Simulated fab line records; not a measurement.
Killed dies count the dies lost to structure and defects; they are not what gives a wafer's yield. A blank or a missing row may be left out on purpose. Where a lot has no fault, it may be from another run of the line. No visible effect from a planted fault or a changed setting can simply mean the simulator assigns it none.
Matching of chambers :: flow nand-harc :: NHARC_A_CHANNEL_FILL_D1_STRIP_28 on rie-diel-07: 4 sister chambers
The step strips in O2, time 20 s. 18 wafers are shown with their chamber, then 9 later ones without.

== WAFERS, EACH WITH ITS CHAMBER ==
wafer: L074.1
chamber: 1
showerhead-plenum-p-Torr (Torr): 3.59
drypump-motor-current-A (A): 6.0
oes-product-au (a.u.): 0.989

wafer: L074.2
chamber: 2
showerhead-plenum-p-Torr (Torr): 3.61
drypump-motor-current-A (A): 5.5
oes-product-au (a.u.): 1.005

wafer: L074.6
chamber: 1
showerhead-plenum-p-Torr (Torr): 3.59
drypump-motor-current-A (A): 5.9
oes-product-au (a.u.): 1.000

wafer: L076.3
chamber: 3
showerhead-plenum-p-Torr (Torr): 3.77
drypump-motor-current-A (A): 5.7
oes-product-au (a.u.): 0.988

wafer: L076.4
chamber: 0
showerhead-plenum-p-Torr (Torr): 3.76
drypump-motor-current-A (A): 6.5
oes-product-au (a.u.): 0.993

wafer: L076.5
chamber: 0
showerhead-plenum-p-Torr (Torr): 3.76
drypump-motor-current-A (A): 6.5
oes-product-au (a.u.): 1.003

wafer: L080.2
chamber: 3
showerhead-plenum-p-Torr (Torr): 3.76
drypump-motor-current-A (A): 5.7
oes-product-au (a.u.): 0.986

wafer: L080.4
chamber: 1
showerhead-plenum-p-Torr (Torr): 3.58
drypump-motor-current-A (A): 6.0
oes-product-au (a.u.): 1.003

wafer: L080.6
chamber: 1
showerhead-plenum-p-Torr (Torr): 3.58
drypump-motor-current-A (A): 5.9
oes-product-au (a.u.): 1.010

wafer: L084.2
chamber: 2
showerhead-plenum-p-Torr (Torr): 3.61
drypump-motor-current-A (A): 5.5
oes-product-au (a.u.): 1.011

wafer: L084.5
chamber: 1
showerhead-plenum-p-Torr (Torr): 3.58
drypump-motor-current-A (A): 6.0
oes-product-au (a.u.): 1.009

wafer: L084.6
chamber: 2
showerhead-plenum-p-Torr (Torr): 3.61
drypump-motor-current-A (A): 5.5
oes-product-au (a.u.): 0.997

wafer: L086.2
chamber: 0
showerhead-plenum-p-Torr (Torr): 3.75
drypump-motor-current-A (A): 6.6
oes-product-au (a.u.): 1.004

wafer: L086.4
chamber: 3
showerhead-plenum-p-Torr (Torr): 3.76
drypump-motor-current-A (A): 5.7
oes-product-au (a.u.): 0.993

wafer: L086.5
chamber: 3
showerhead-plenum-p-Torr (Torr): 3.76
drypump-motor-current-A (A): 5.7
oes-product-au (a.u.): 0.985

wafer: L087.1
chamber: 1
showerhead-plenum-p-Torr (Torr): 3.58
drypump-motor-current-A (A): 6.0
oes-product-au (a.u.): 1.018

wafer: L087.2
chamber: 0
showerhead-plenum-p-Torr (Torr): 3.75
drypump-motor-current-A (A): 6.5
oes-product-au (a.u.): 1.016

wafer: L087.5
chamber: 3
showerhead-plenum-p-Torr (Torr): 3.76
drypump-motor-current-A (A): 5.7
oes-product-au (a.u.): 0.997

SIGNATURES (means of the wafers above)
reading: showerhead-plenum-p-Torr
chamber 0: 3.7550
chamber 1: 3.5833
chamber 2: 3.6100
chamber 3: 3.7620
scatter within a chamber: 0.00473

reading: drypump-motor-current-A
chamber 0: 6.525
chamber 1: 5.967
chamber 2: 5.500
chamber 3: 5.700
scatter within a chamber: 0.0386

reading: oes-product-au
chamber 0: 1.00400
chamber 1: 1.00483
chamber 2: 1.00433
chamber 3: 0.98980
scatter within a chamber: 0.00829
Rule: a wafer's distance from a chamber is the root of the sum, over the readings, of the square of ((its reading less the chamber's mean) divided by the reading's scatter). If the next closest chamber is less than 2 further off than the closest, the wafer can't be placed; otherwise it belongs to the closest. The scatter: the root of (the sum of the squares of (reading less its chamber's mean) over the shown wafers, divided by (wafers less chambers)).

== WAFERS WITHOUT THEIR CHAMBER ==
wafer: L091.4
showerhead-plenum-p-Torr (Torr): 3.61
drypump-motor-current-A (A): 5.4
oes-product-au (a.u.): 1.004

wafer: L091.5
showerhead-plenum-p-Torr (Torr): 3.76
drypump-motor-current-A (A): 5.7
oes-product-au (a.u.): 0.991

wafer: L091.6
showerhead-plenum-p-Torr (Torr): 3.61
drypump-motor-current-A (A): 5.5
oes-product-au (a.u.): 1.009

wafer: L094.2
showerhead-plenum-p-Torr (Torr): 3.58
drypump-motor-current-A (A): 6.0
oes-product-au (a.u.): 1.006

wafer: L094.3
showerhead-plenum-p-Torr (Torr): 3.61
drypump-motor-current-A (A): 5.4
oes-product-au (a.u.): 1.005

wafer: L094.5
showerhead-plenum-p-Torr (Torr): 3.61
drypump-motor-current-A (A): 5.5
oes-product-au (a.u.): 1.014

wafer: L096.1
showerhead-plenum-p-Torr (Torr): 3.61
drypump-motor-current-A (A): 5.5
oes-product-au (a.u.): 1.008

wafer: L096.4
showerhead-plenum-p-Torr (Torr): 3.76
drypump-motor-current-A (A): 5.7
oes-product-au (a.u.): 0.989

wafer: L096.6
showerhead-plenum-p-Torr (Torr): 3.61
drypump-motor-current-A (A): 5.5
oes-product-au (a.u.): 0.995

== WHICH CHAMBER EACH WENT THROUGH ==
wafer: L091.4
from the rows above: 2
in truth: 2

wafer: L091.5
from the rows above: 3
in truth: 3

wafer: L091.6
from the rows above: 2
in truth: 2

wafer: L094.2
from the rows above: 1
in truth: 1

wafer: L094.3
from the rows above: 2
in truth: 2

wafer: L094.5
from the rows above: 2
in truth: 2

wafer: L096.1
from the rows above: 2
in truth: 2

wafer: L096.4
from the rows above: 3
in truth: 3

wafer: L096.6
from the rows above: 2
in truth: 2
Correct placement for 9 of the 9. From these rows, 0 cannot be placed. 0 placed wrongly.
